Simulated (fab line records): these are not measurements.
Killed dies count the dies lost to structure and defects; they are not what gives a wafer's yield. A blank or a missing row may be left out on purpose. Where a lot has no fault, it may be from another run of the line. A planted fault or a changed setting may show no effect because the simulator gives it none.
Which tool is to blame? | flow n5_finfet | 10 lots, 30 wafers sampled, at 3 steps of a route of 1938

## WHAT THE GAUGES SHOWED, per wafer
N5_STI_FIN_REVEAL_THK_MEAS_05.
lot  | measured    | on            | thk_nm (nm)
L075 | day 2 16:09 | film_metro-01 | 129.2 129.2 129.8
L077 | day 3 03:34 | film_metro-02 | 132.5 131.0 131.3
L079 | day 3 17:25 | film_metro-01 | 131.8 130.4 130.0
L081 | day 4 05:05 | film_metro-01 | 132.0 132.6 132.3
L083 | day 5 00:11 | film_metro-02 | 131.5 132.0 130.6
L086 | day 5 09:44 | film_metro-01 | 132.6 132.7 131.9
L088 | day 6 01:45 | film_metro-01 | 132.1 131.0 132.0
L090 | day 6 11:43 | film_metro-02 | 130.5 129.4 132.2
L092 | day 7 00:25 | film_metro-02 | 129.4 131.5 130.6
L096 | day 7 21:43 | film_metro-02 | 131.2 132.2 130.6

## EACH LOT AND THE TOOL THAT RAN IT (in order: tool; ch and the chambers of the sampled wafers; start)
lot  | N5_FIN_CUT_ETCH_30                | N5_FIN_CUT_CUT_ETCH_27
L075 | rie_diel-06 ch 1,2,3, day 2 09:50 | rie_diel-06 ch 1,2,3, day 2 10:17
L077 | rie_diel-01 ch 0,3, day 2 20:54   | rie_diel-01 ch 0,3, day 2 21:21
L079 | rie_diel-01 ch 1,2,3, day 3 10:13 | rie_diel-01 ch 1,2,3, day 3 10:40
L081 | rie_diel-06 ch 0,2,3, day 3 22:03 | rie_diel-06 ch 0,2,3, day 3 22:30
L083 | rie_diel-06 ch 0,2,3, day 4 15:39 | rie_diel-06 ch 0,2,3, day 4 16:05
L086 | rie_diel-01 ch 0,2,3, day 5 03:23 | rie_diel-01 ch 0,2,3, day 5 03:50
L088 | rie_diel-06 ch 0,1,3, day 5 19:23 | rie_diel-06 ch 0,1,3, day 5 19:49
L090 | rie_diel-05 ch 0,3, day 6 04:56   | rie_diel-05 ch 0,3, day 6 05:23
L092 | rie_diel-05 ch 1,2,3, day 6 18:06 | rie_diel-05 ch 1,2,3, day 6 18:33
L096 | rie_diel-01 ch 0,1,2, day 7 15:23 | rie_diel-01 ch 0,1,2, day 7 15:50
- N5_FIN_CUT_ETCH_30: etches underlayer in N2/H2, target depth 13 nm, time 10.4 s.
- N5_FIN_CUT_CUT_ETCH_27: etches SiO2 in CHF3/O2, target depth 4 nm, overetch 2 nm, time 4.9 s.

## THE ANSWER, worked out from the rows above alone
Rule: what is usual is taken from the lots themselves. Put in order of their means at a reading, lots are off if they are a third of the lots or fewer, leave a main group of 4 or more, and stand apart from it by a gap of 3 or more times the standard deviation of the main group's means; of several such gaps the widest counts. The tables above print the reading to a certain number of digits; a main group whose means all agree to those digits is not used. Also off: a lot with no number at a reading for which 4 or more lots have one. All remaining lots with rows at the step are treated as sound.
No lot is off on any of the readings shown, so nothing can be concluded from this.

## WHAT HAD BEEN PUT IN BY THE SIMULATOR
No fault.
